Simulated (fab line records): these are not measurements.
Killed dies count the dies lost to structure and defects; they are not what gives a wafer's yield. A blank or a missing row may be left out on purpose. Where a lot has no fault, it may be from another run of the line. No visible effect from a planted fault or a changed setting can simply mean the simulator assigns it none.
Struck lot and sound lot, side by side + flow nand_harc + 22 steps out of a route of 1159
Sound: wafers L244.2, L244.3, L244.6. Wafers L247.1, L247.4, L247.5 were the ones struck. At the end, the cause is stated.
Per side, at each step with rows, come the tool, then ch with its chambers, and then its first start. Under that, the readings that differ: sound wafers + struck wafers + difference of the means + sigmas: that difference in standard deviations of wafers without a fault.
alike: readings whose means differ by less than 2 such deviations, and words and numbers that are the same on both sides. not compared: withheld readings, readings that some wafer has no value for, bounds like >300 that may hide the same value, and numbers for which the record gives no deviation and whose values overlap.
Wherever a step has rows on one side only, a row that says differs or no value, or a row with sigmas, the two part there. Non-overlapping numbers with no deviation appear without sigmas and do not part them. A reading that every wafer of one side lacks parts them only if that side has two wafers or more.

NHARC_A_CONTACT_CMP_20: polishes, t overpolish 30 s, target thk 300 nm.
  sound on cmp-03 ch 0,2, day 19 23:42; struck on cmp-01 ch 0,2,3, day 21 05:08
  alike: motor_current_A, overpolish_run_s, time_to_endpoint_s
after that, 1 step had no rows for these wafers: NHARC_A_CONTACT_SRD_22.
NHARC_A_CONTACT_INSPECT_23:
  sound on defect_inspect-02, day 20 00:06; struck on defect_inspect-02, day 21 05:30
  alike: raw_defect_count
then, 8 steps without rows for these wafers: NHARC_A_BLC_DEHYDRATE_00 (time 120 s); NHARC_A_BLC_HMDS_01 (time 30 s); NHARC_A_BLC_COAT_02 (time 75 s); NHARC_A_BLC_COAT_03 (time 65 s); NHARC_A_BLC_COAT_04 (resist thk 90 nm); NHARC_A_BLC_SOFTBAKE_05 (time 55 s); NHARC_A_BLC_EBR_06; NHARC_A_BLC_EXPOSE_07 (exposes mask A BLC, target cd 100 nm).
NHARC_A_BLC_PEB_08: peb time 65 s.
  sound on litho_track-06 ch 0, day 20 00:25; struck on litho_track-06 ch 0, day 21 05:56
  alike: resist_line_temp_C
then, 1 step without rows for these wafers: NHARC_A_BLC_DEVELOP_09 (develop time 35 s).
NHARC_A_BLC_CD_MEAS_10 targets a cd of 100 nm.
  sound on cd_sem-03 ch 0, day 20 00:29; struck on cd_sem-01 ch 0, day 21 06:01
| reading    | sound          | struck            | difference | sigmas |
|------------|----------------|-------------------|------------|--------|
| cd_nm (nm) | 99.8 99.2 99.2 | 110.9 110.5 109.9 | +11.0      | +14    |
NHARC_A_BLC_OVL_MEAS_11:
  sound on overlay-01, day 20 00:34; struck on overlay-02, day 21 06:05
  alike: overlay_x_nm, overlay_y_nm
NHARC_A_BLC_INSPECT_12:
  sound on defect_inspect-02, day 20 00:37; struck on defect_inspect-02, day 21 06:08
| reading          | sound    | struck   | difference | sigmas |
|------------------|----------|----------|------------|--------|
| raw_defect_count | 12 20 11 | 52 61 55 | +42        | +3     |
NHARC_A_BLC_DESCUM_15: chemistry O2, time 3 s.
  sound on rie_diel-08 ch 0,2, day 20 00:41; struck on rie_diel-02 ch 0,3, day 21 06:12
| reading                | sound             | struck            | difference | sigmas |
|------------------------|-------------------|-------------------|------------|--------|
| model.A_BLC.cd_nm (nm) | 100.3 100.6 100.1 | 111.3 110.2 109.4 | +10.0      |        |
  alike: drypump_motor_current_A, o2_flow_sccm, oes_product_au, rf_vpp_V, showerhead_plenum_p_Torr, throttle_valve_pct
  not compared: rf_hours_counter_h
NHARC_A_BLC_ETCH_16: etches the open film in CF4, target depth 39 nm, time 65 s.
  sound on rie_diel-08 ch 0,1,3, day 20 00:46; struck on rie_diel-02 ch 0,1,2, day 21 06:18
  alike: drypump_motor_current_A, oes_product_au, rf_vpp_V, showerhead_plenum_p_Torr, throttle_valve_pct
  not compared: rf_hours_counter_h
NHARC_A_BLC_ETCH_17: etches the open film in N2/H2, target depth 390 nm, time 609.38 s.
  sound: rie_diel-08 ch 1,2; struck: rie_diel-02 ch 2,3
  alike: drypump_motor_current_A, oes_product_au, rf_vpp_V, showerhead_plenum_p_Torr, throttle_valve_pct
  not compared: rf_hours_counter_h
NHARC_A_BLC_ETCH_18: etches the open film in C4F8/O2/Ar, target depth 910 nm.
  sound: rie_diel-08 ch 0,1; struck: rie_diel-02 ch 1,2,3
| reading                | sound             | struck            | difference | sigmas |
|------------------------|-------------------|-------------------|------------|--------|
| oes_product_au (a.u.)  | 0.973 0.974 0.974 | 0.909 0.934 0.931 | -0.049     | -2     |
| model.A_BLC.cd_nm (nm) | 101.3 102.7 100.9 | 107.9 112.2 108.7 | +8.0       |        |
  alike: rf_vpp_V
  not compared: rf_hours_counter_h
NHARC_A_BLC_CD_MEAS_19:
  sound on cd_sem-03, day 20 01:38; struck on cd_sem-03, day 21 07:10
| reading    | sound       | struck      | difference | sigmas |
|------------|-------------|-------------|------------|--------|
| cd_nm (nm) | 101 102 101 | 108 112 109 | +8         | +3     |
NHARC_END_SORT_01:
  sound on prober-01 ch 0, day 22 04:05; struck on prober-02 ch 0, day 23 04:24
| reading         | sound    | struck   | difference | sigmas |
|-----------------|----------|----------|------------|--------|
| killed_at_array | 15 16 16 | 45 63 31 | +31        | +3     |
| killed_at_other | 2 1 3    | 0 0 0    | -2         | -2     |
| killed_dies     | 17 23 19 | 47 66 33 | +29        | +3     |
  alike: killed_at_periphery, killed_open, killed_short

WHERE THEY PART
Earliest at NHARC_A_BLC_CD_MEAS_10; latest, in this record, at NHARC_END_SORT_01.

WHY: whatever the simulator had introduced
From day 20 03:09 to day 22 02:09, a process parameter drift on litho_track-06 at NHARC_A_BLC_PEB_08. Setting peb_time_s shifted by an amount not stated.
